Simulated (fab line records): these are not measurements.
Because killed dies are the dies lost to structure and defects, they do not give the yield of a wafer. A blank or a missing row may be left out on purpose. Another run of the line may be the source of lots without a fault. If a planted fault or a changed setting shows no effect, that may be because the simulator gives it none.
Chamber matching :: flow n5-finfet :: N5_BEOL_M10_CMP_52 on cmp-02 has 4 sister chambers
The step polishes, stops on SiCOH lowk, t overpolish 7 s, target thk 140 nm. 14 wafers are shown with their chamber, then 7 later ones without.

== WAFERS WITH THEIR CHAMBER ==
wafer: L074.1
chamber: 3
motor-current-A (A): 5.5
overpolish-run-s (s): 7.023
time-to-endpoint-s (s): 66

wafer: L074.4
chamber: 0
motor-current-A (A): 6.2
overpolish-run-s (s): 6.996
time-to-endpoint-s (s): 65

wafer: L074.6
chamber: 1
motor-current-A (A): 5.6
overpolish-run-s (s): 6.998
time-to-endpoint-s (s): 70

wafer: L082.1
chamber: 3
motor-current-A (A): 5.9
overpolish-run-s (s): 7.002
time-to-endpoint-s (s): 63

wafer: L082.4
chamber: 0
motor-current-A (A): 6.3
overpolish-run-s (s): 7.004
time-to-endpoint-s (s): 61

wafer: L082.6
chamber: 0
motor-current-A (A): 6.6
overpolish-run-s (s): 6.987
time-to-endpoint-s (s): 60

wafer: L085.2
chamber: 3
motor-current-A (A): 5.7
overpolish-run-s (s): 7.002
time-to-endpoint-s (s): 61

wafer: L085.4
chamber: 2
motor-current-A (A): 6.1
overpolish-run-s (s): 6.991
time-to-endpoint-s (s): 61

wafer: L085.6
chamber: 3
motor-current-A (A): 5.8
overpolish-run-s (s): 7.012
time-to-endpoint-s (s): 59

wafer: L088.2
chamber: 2
motor-current-A (A): 6.5
overpolish-run-s (s): 6.994
time-to-endpoint-s (s): 68

wafer: L088.3
chamber: 1
motor-current-A (A): 5.4
overpolish-run-s (s): 6.992
time-to-endpoint-s (s): 69

wafer: L088.4
chamber: 3
motor-current-A (A): 5.5
overpolish-run-s (s): 7.029
time-to-endpoint-s (s): 61

wafer: L089.2
chamber: 1
motor-current-A (A): 5.2
overpolish-run-s (s): 6.989
time-to-endpoint-s (s): 67

wafer: L089.4
chamber: 0
motor-current-A (A): 6.2
overpolish-run-s (s): 6.996
time-to-endpoint-s (s): 60

SIGNATURES (means of the wafers above)
reading: motor-current-A
chamber 0: 6.325
chamber 1: 5.400
chamber 2: 6.300
chamber 3: 5.680
scatter within a chamber: 0.199

reading: overpolish-run-s
chamber 0: 6.99575
chamber 1: 6.99300
chamber 2: 6.99250
chamber 3: 7.01360
scatter within a chamber: 0.00888

reading: time-to-endpoint-s
chamber 0: 61.50
chamber 1: 68.67
chamber 2: 64.50
chamber 3: 62.00
scatter within a chamber: 2.72
Rule: a wafer lies at a distance from a chamber equal to the root of the sum of squares, over the readings, of (its reading less the chamber's mean, divided by the reading's scatter). If the next closest chamber is less than 2 further off than the closest, the wafer can't be placed; otherwise it belongs to the closest. How the scatter is found: for the shown wafers, subtract from each reading the mean of its chamber, square and add these, divide the total by (wafers less chambers), then take the root.

== WAFERS WITHOUT THEIR CHAMBER ==
wafer: L089.6
motor-current-A (A): 5.5
overpolish-run-s (s): 7.016
time-to-endpoint-s (s): 67

wafer: L091.3
motor-current-A (A): 6.5
overpolish-run-s (s): 7.010
time-to-endpoint-s (s): 70

wafer: L091.4
motor-current-A (A): 5.4
overpolish-run-s (s): 7.000
time-to-endpoint-s (s): 71

wafer: L091.5
motor-current-A (A): 5.3
overpolish-run-s (s): 7.009
time-to-endpoint-s (s): 70

wafer: L095.2
motor-current-A (A): 5.7
overpolish-run-s (s): 6.991
time-to-endpoint-s (s): 68

wafer: L095.5
motor-current-A (A): 6.1
overpolish-run-s (s): 7.006
time-to-endpoint-s (s): 64

wafer: L095.6
motor-current-A (A): 5.6
overpolish-run-s (s): 6.999
time-to-endpoint-s (s): 73

== WHICH CHAMBER EACH ONE RAN IN ==
wafer: L089.6
from the rows above: can't be placed: 3 or 1
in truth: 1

wafer: L091.3
from the rows above: can't be placed: 2 or 0
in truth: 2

wafer: L091.4
from the rows above: 1
in truth: 1

wafer: L091.5
from the rows above: can't be placed: 1 or 3
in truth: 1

wafer: L095.2
from the rows above: can't be placed: 1 or 2 or 3
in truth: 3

wafer: L095.5
from the rows above: can't be placed: 2 or 0 or 3
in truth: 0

wafer: L095.6
from the rows above: 1
in truth: 1
2 of 7 placed correctly. These rows do not allow placing 5 (true chamber among the candidates in 5). 0 placed wrongly.
